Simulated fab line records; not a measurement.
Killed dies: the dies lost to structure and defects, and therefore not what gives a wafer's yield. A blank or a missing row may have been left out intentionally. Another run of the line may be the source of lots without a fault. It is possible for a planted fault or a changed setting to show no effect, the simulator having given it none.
fab line records || flow n5Finfet
record {"lots": 7, "wafers": 39}
route steps=1938 shown BEOL_M12@1643 TV_OPEN@1890
startH: hours from the record's first day to the start of the lot's first wafer shown || waitH: hours from the lot's prior step to this one || " the same as in the row above || L1.1+2: a single row standing in for several wafers || - no value, or no start given || * or withheld: withheld || < > ~ a bound
route shown NAME@n: a module of which the file shows steps, and the number in the route of the first || usual: mean/standard deviation taken from wafers without a fault || same: alike in all rows || chamber/n: place in a boat || sites: readings site by site || _std_site: standard deviation across them || _edge_site: mean of outer sites minus mean of inner sites || radiusMm: how far each site lies from the wafer's centre || mask NAME#n: copy n || behind: the last tool/chamber to shape the wafer || hold: why the lot went on hold/how many hours it stayed there/how the hold came to an end || device: transistor that didn't switch, given as n, p or np || end of line: the route-end tests of the same wafers || for a step that has no rows: nothing shown but its recipe || killed: at the first sort, the dies lost to defects and structure; wafer yield is something else || map: a wafer's dies, marking killed ones x, the rest . and places with no die _
set.NAME: the setting that was run; set.NAME@STEP: the one run at that earlier step || model.NAME: the simulator's own value behind a step, which no gauge read
lots where settings were altered on purpose, with a table for each step and a row for each wafer
## steps
# step N5_BEOL_M12_ETCH_38
# recipe {"chemistry": "CF4/N2", "target": "SiCN", "targetDepthA": 687, "taperDeg": 2, "timeS": 73.4, "ionEnergyEv": 150, "maskMaterial": "SiO2", "pressureMtorr": 40, "sourceW": 430, "biasW": 70, "Ar_flow_sccm": 100, "cf4FlowSccm": 60, "n2FlowSccm": 60}
{"lot.wafer": "L077.1", "tool": "rieDiel-01", "chamber": 2, "startH": 264.42, "waitH": "-", "set.timeS": 73.4, "model.etch.depthNm": 59.77}
{"lot.wafer": "L077.2", "tool": "rieDiel-01", "chamber": 3, "startH": 264.42, "waitH": "-", "set.timeS": 73.4, "model.etch.depthNm": 58.12}
{"lot.wafer": "L077.3", "tool": "rieDiel-01", "chamber": 0, "startH": 264.42, "waitH": "-", "set.timeS": 73.4, "model.etch.depthNm": 54.99}
{"lot.wafer": "L077.4", "tool": "rieDiel-01", "chamber": 1, "startH": 264.42, "waitH": "-", "set.timeS": 73.4, "model.etch.depthNm": 59.13}
{"lot.wafer": "L077.5", "tool": "rieDiel-01", "chamber": 1, "startH": 264.42, "waitH": "-", "set.timeS": 73.4, "model.etch.depthNm": 58.95}
{"lot.wafer": "L077.6", "tool": "rieDiel-01", "chamber": 0, "startH": 264.42, "waitH": "-", "set.timeS": 73.4, "model.etch.depthNm": 55.18}
{"lot.wafer": "L074.1", "tool": "rieDiel-01", "chamber": 2, "startH": 268.30, "waitH": "-", "set.timeS": 73.4, "model.etch.depthNm": 58.47}
{"lot.wafer": "L074.2", "tool": "rieDiel-01", "chamber": 3, "startH": 268.30, "waitH": "-", "set.timeS": 73.4, "model.etch.depthNm": 57.98}
{"lot.wafer": "L074.3", "tool": "rieDiel-01", "chamber": 1, "startH": 268.30, "waitH": "-", "set.timeS": 85.74, "model.etch.depthNm": 68.3}
{"lot.wafer": "L074.4", "tool": "rieDiel-01", "chamber": 0, "startH": 268.30, "waitH": "-", "set.timeS": 85.74, "model.etch.depthNm": 64.11}
{"lot.wafer": "L074.5", "tool": "rieDiel-01", "chamber": 1, "startH": 268.30, "waitH": "-", "set.timeS": 73.4, "model.etch.depthNm": 58.21}
{"lot.wafer": "L074.6", "tool": "rieDiel-01", "chamber": 0, "startH": 268.30, "waitH": "-", "set.timeS": 85.74, "model.etch.depthNm": 64.15}
{"lot.wafer": "L080.1", "tool": "rieDiel-05", "chamber": 1, "startH": 297.81, "waitH": "-", "set.timeS": 117.1, "model.etch.depthNm": 94.7}
{"lot.wafer": "L080.2", "tool": "rieDiel-05", "chamber": 0, "startH": 297.81, "waitH": "-", "set.timeS": 73.4, "model.etch.depthNm": 58.11}
{"lot.wafer": "L080.3", "tool": "rieDiel-05", "chamber": 3, "startH": 297.81, "waitH": "-", "set.timeS": 117.1, "model.etch.depthNm": 93.83}
{"lot.wafer": "L080.4", "tool": "rieDiel-05", "chamber": 2, "startH": 297.81, "waitH": "-", "set.timeS": 73.4, "model.etch.depthNm": 57.3}
{"lot.wafer": "L080.5", "tool": "rieDiel-05", "chamber": 3, "startH": 297.81, "waitH": "-", "set.timeS": 73.4, "model.etch.depthNm": 58.15}
{"lot.wafer": "L080.6", "tool": "rieDiel-05", "chamber": 2, "startH": 297.81, "waitH": "-", "set.timeS": 117.1, "model.etch.depthNm": 91.1}
{"lot.wafer": "L085.3", "tool": "rieDiel-04", "chamber": 2, "startH": 329.08, "waitH": "-", "set.timeS": 73.4, "model.etch.depthNm": 59.88}
{"lot.wafer": "L085.4", "tool": "rieDiel-04", "chamber": 3, "startH": 329.08, "waitH": "-", "set.timeS": 73.4, "model.etch.depthNm": 58.45}
{"lot.wafer": "L085.6", "tool": "rieDiel-04", "chamber": 1, "startH": 329.08, "waitH": "-", "set.timeS": 73.4, "model.etch.depthNm": 55.49}
{"lot.wafer": "L089.1", "tool": "rieDiel-05", "chamber": 2, "startH": 366.83, "waitH": "-", "set.timeS": 56.41, "model.etch.depthNm": 44.78}
{"lot.wafer": "L089.2", "tool": "rieDiel-05", "chamber": 0, "startH": 366.83, "waitH": "-", "set.timeS": 73.4, "model.etch.depthNm": 60.17}
{"lot.wafer": "L089.3", "tool": "rieDiel-05", "chamber": 3, "startH": 366.83, "waitH": "-", "set.timeS": 73.4, "model.etch.depthNm": 59.58}
{"lot.wafer": "L089.4", "tool": "rieDiel-05", "chamber": 1, "startH": 366.83, "waitH": "-", "set.timeS": 56.41, "model.etch.depthNm": 46.27}
{"lot.wafer": "L089.5", "tool": "rieDiel-05", "chamber": 0, "startH": 366.83, "waitH": "-", "set.timeS": 56.41, "model.etch.depthNm": 46.37}
{"lot.wafer": "L089.6", "tool": "rieDiel-05", "chamber": 1, "startH": 366.83, "waitH": "-", "set.timeS": 73.4, "model.etch.depthNm": 60.22}
{"lot.wafer": "L090.1", "tool": "rieDiel-01", "chamber": 1, "startH": 367.79, "waitH": "-", "set.timeS": 108.1, "model.etch.depthNm": 86.53}
{"lot.wafer": "L090.2", "tool": "rieDiel-01", "chamber": 2, "startH": 367.79, "waitH": "-", "set.timeS": 73.4, "model.etch.depthNm": 58.47}
{"lot.wafer": "L090.3", "tool": "rieDiel-01", "chamber": 0, "startH": 367.79, "waitH": "-", "set.timeS": 73.4, "model.etch.depthNm": 58.17}
{"lot.wafer": "L090.4", "tool": "rieDiel-01", "chamber": 1, "startH": 367.79, "waitH": "-", "set.timeS": 108.1, "model.etch.depthNm": 86.78}
{"lot.wafer": "L090.5", "tool": "rieDiel-01", "chamber": 2, "startH": 367.79, "waitH": "-", "set.timeS": 108.1, "model.etch.depthNm": 85.92}
{"lot.wafer": "L090.6", "tool": "rieDiel-01", "chamber": 0, "startH": 367.79, "waitH": "-", "set.timeS": 73.4, "model.etch.depthNm": 57.81}
{"lot.wafer": "L094.1", "tool": "rieDiel-04", "chamber": 0, "startH": 383.45, "waitH": "-", "set.timeS": 92.59, "model.etch.depthNm": 72.29}
{"lot.wafer": "L094.2", "tool": "rieDiel-04", "chamber": 2, "startH": 383.45, "waitH": "-", "set.timeS": 73.4, "model.etch.depthNm": 60.7}
{"lot.wafer": "L094.3", "tool": "rieDiel-04", "chamber": 1, "startH": 383.45, "waitH": "-", "set.timeS": 92.59, "model.etch.depthNm": 71.08}
{"lot.wafer": "L094.4", "tool": "rieDiel-04", "chamber": 1, "startH": 383.45, "waitH": "-", "set.timeS": 92.59, "model.etch.depthNm": 70.92}
{"lot.wafer": "L094.5", "tool": "rieDiel-04", "chamber": 0, "startH": 383.45, "waitH": "-", "set.timeS": 73.4, "model.etch.depthNm": 57.73}
{"lot.wafer": "L094.6", "tool": "rieDiel-04", "chamber": 2, "startH": 383.45, "waitH": "-", "set.timeS": 73.4, "model.etch.depthNm": 60.71}
# step N5_PASSIVATION_ETCH_15
# recipe {"chemistry": "CF4/N2", "target": "SiCN", "targetDepthA": 750, "taperDeg": 2, "timeS": 81.2, "ionEnergyEv": 150, "maskMaterial": "SiNx", "pressureMtorr": 40, "sourceW": 430, "biasW": 70, "Ar_flow_sccm": 100, "cf4FlowSccm": 60, "n2FlowSccm": 60}
{"lot.wafer": "L077.1", "tool": "rieDiel-03", "chamber": 0, "startH": "-", "waitH": "-", "set.targetDepthA": 954.8, "model.etch.depthNm": 83.01}
{"lot.wafer": "L077.2", "tool": "rieDiel-03", "chamber": 2, "startH": "-", "waitH": "-", "set.targetDepthA": 750, "model.etch.depthNm": 64.99}
{"lot.wafer": "L077.3", "tool": "rieDiel-03", "chamber": 1, "startH": "-", "waitH": "-", "set.targetDepthA": 954.8, "model.etch.depthNm": 82.63}
{"lot.wafer": "L077.4", "tool": "rieDiel-03", "chamber": 3, "startH": "-", "waitH": "-", "set.targetDepthA": 954.8, "model.etch.depthNm": 82.98}
{"lot.wafer": "L077.5", "tool": "rieDiel-03", "chamber": 0, "startH": "-", "waitH": "-", "set.targetDepthA": 750, "model.etch.depthNm": 64.64}
{"lot.wafer": "L077.6", "tool": "rieDiel-03", "chamber": 3, "startH": "-", "waitH": "-", "set.targetDepthA": 750, "model.etch.depthNm": 65.27}
{"lot.wafer": "L074.1", "tool": "rieDiel-06", "chamber": 0, "startH": "-", "waitH": "-", "set.targetDepthA": 1127, "model.etch.depthNm": 99.93}
{"lot.wafer": "L074.2", "tool": "rieDiel-06", "chamber": 2, "startH": "-", "waitH": "-", "set.targetDepthA": 1127, "model.etch.depthNm": 95.11}
{"lot.wafer": "L074.3", "tool": "rieDiel-06", "chamber": 1, "startH": "-", "waitH": "-", "set.targetDepthA": 750, "model.etch.depthNm": 65.75}
{"lot.wafer": "L074.4", "tool": "rieDiel-06", "chamber": 2, "startH": "-", "waitH": "-", "set.targetDepthA": 750, "model.etch.depthNm": 63.13}
{"lot.wafer": "L074.5", "tool": "rieDiel-06", "chamber": 1, "startH": "-", "waitH": "-", "set.targetDepthA": 750, "model.etch.depthNm": 65.98}
{"lot.wafer": "L074.6", "tool": "rieDiel-06", "chamber": 0, "startH": "-", "waitH": "-", "set.targetDepthA": 1127, "model.etch.depthNm": 99.61}
{"lot.wafer": "L080.1", "tool": "rieDiel-06", "chamber": 1, "startH": "-", "waitH": "-", "set.targetDepthA": 1185, "model.etch.depthNm": 102.6}
{"lot.wafer": "L080.2", "tool": "rieDiel-06", "chamber": 3, "startH": "-", "waitH": "-", "set.targetDepthA": 750, "model.etch.depthNm": 67.39}
{"lot.wafer": "L080.3", "tool": "rieDiel-06", "chamber": 0, "startH": "-", "waitH": "-", "set.targetDepthA": 750, "model.etch.depthNm": 65.23}
{"lot.wafer": "L080.4", "tool": "rieDiel-06", "chamber": 2, "startH": "-", "waitH": "-", "set.targetDepthA": 1185, "model.etch.depthNm": 97.94}
{"lot.wafer": "L080.5", "tool": "rieDiel-06", "chamber": 3, "startH": "-", "waitH": "-", "set.targetDepthA": 750, "model.etch.depthNm": 67.26}
{"lot.wafer": "L080.6", "tool": "rieDiel-06", "chamber": 0, "startH": "-", "waitH": "-", "set.targetDepthA": 1185, "model.etch.depthNm": 103.1}
{"lot.wafer": "L085.3", "tool": "rieDiel-06", "chamber": 3, "startH": "-", "waitH": "-", "set.targetDepthA": 750, "model.etch.depthNm": 67.07}
{"lot.wafer": "L085.4", "tool": "rieDiel-06", "chamber": 2, "startH": "-", "waitH": "-", "set.targetDepthA": 750, "model.etch.depthNm": 62.92}
{"lot.wafer": "L085.6", "tool": "rieDiel-06", "chamber": 0, "startH": "-", "waitH": "-", "set.targetDepthA": 750, "model.etch.depthNm": 65.86}
{"lot.wafer": "L089.1", "tool": "rieDiel-02", "chamber": 2, "startH": "-", "waitH": "-", "set.targetDepthA": 750, "model.etch.depthNm": 63.95}
{"lot.wafer": "L089.2", "tool": "rieDiel-02", "chamber": 1, "startH": "-", "waitH": "-", "set.targetDepthA": 750, "model.etch.depthNm": 67.7}
{"lot.wafer": "L089.3", "tool": "rieDiel-02", "chamber": 0, "startH": "-", "waitH": "-", "set.targetDepthA": 750, "model.etch.depthNm": 66.89}
{"lot.wafer": "L089.4", "tool": "rieDiel-02", "chamber": 3, "startH": "-", "waitH": "-", "set.targetDepthA": 750, "model.etch.depthNm": 66.52}
{"lot.wafer": "L089.5", "tool": "rieDiel-02", "chamber": 0, "startH": "-", "waitH": "-", "set.targetDepthA": 750, "model.etch.depthNm": 66.9}
{"lot.wafer": "L089.6", "tool": "rieDiel-02", "chamber": 3, "startH": "-", "waitH": "-", "set.targetDepthA": 750, "model.etch.depthNm": 66.77}
{"lot.wafer": "L090.1", "tool": "rieDiel-06", "chamber": 1, "startH": "-", "waitH": "-", "set.targetDepthA": 750, "model.etch.depthNm": 65.21}
{"lot.wafer": "L090.2", "tool": "rieDiel-06", "chamber": 0, "startH": "-", "waitH": "-", "set.targetDepthA": 597.9, "model.etch.depthNm": 52.29}
{"lot.wafer": "L090.3", "tool": "rieDiel-06", "chamber": 3, "startH": "-", "waitH": "-", "set.targetDepthA": 750, "model.etch.depthNm": 67.42}
{"lot.wafer": "L090.4", "tool": "rieDiel-06", "chamber": 2, "startH": "-", "waitH": "-", "set.targetDepthA": 597.9, "model.etch.depthNm": 50.35}
{"lot.wafer": "L090.5", "tool": "rieDiel-06", "chamber": 3, "startH": "-", "waitH": "-", "set.targetDepthA": 597.9, "model.etch.depthNm": 53.75}
{"lot.wafer": "L090.6", "tool": "rieDiel-06", "chamber": 0, "startH": "-", "waitH": "-", "set.targetDepthA": 750, "model.etch.depthNm": 64.74}
{"lot.wafer": "L094.1", "tool": "rieDiel-02", "chamber": 0, "startH": "-", "waitH": "-", "set.targetDepthA": 750, "model.etch.depthNm": 66.18}
{"lot.wafer": "L094.2", "tool": "rieDiel-02", "chamber": 2, "startH": "-", "waitH": "-", "set.targetDepthA": 750, "model.etch.depthNm": 64.68}
{"lot.wafer": "L094.3", "tool": "rieDiel-02", "chamber": 3, "startH": "-", "waitH": "-", "set.targetDepthA": 750, "model.etch.depthNm": 66.6}
{"lot.wafer": "L094.4", "tool": "rieDiel-02", "chamber": 1, "startH": "-", "waitH": "-", "set.targetDepthA": 750, "model.etch.depthNm": 68.6}
{"lot.wafer": "L094.5", "tool": "rieDiel-02", "chamber": 0, "startH": "-", "waitH": "-", "set.targetDepthA": 750, "model.etch.depthNm": 66.72}
{"lot.wafer": "L094.6", "tool": "rieDiel-02", "chamber": 3, "startH": "-", "waitH": "-", "set.targetDepthA": 750, "model.etch.depthNm": 66.36}
## key
split {"step": "N5_BEOL_M12_ETCH_38", "setting": "timeS", "stated": 73.4, "by": "wafer"}
response {"step": "N5_BEOL_M12_ETCH_38", "reading": "model.etch.depthNm", "change": "+0.577", "per": "1%", "r": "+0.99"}
split {"step": "N5_PASSIVATION_ETCH_15", "setting": "targetDepthA", "stated": 750, "by": "wafer"}
response {"step": "N5_PASSIVATION_ETCH_15", "reading": "model.etch.depthNm", "change": "+0.631", "per": "1%", "r": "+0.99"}
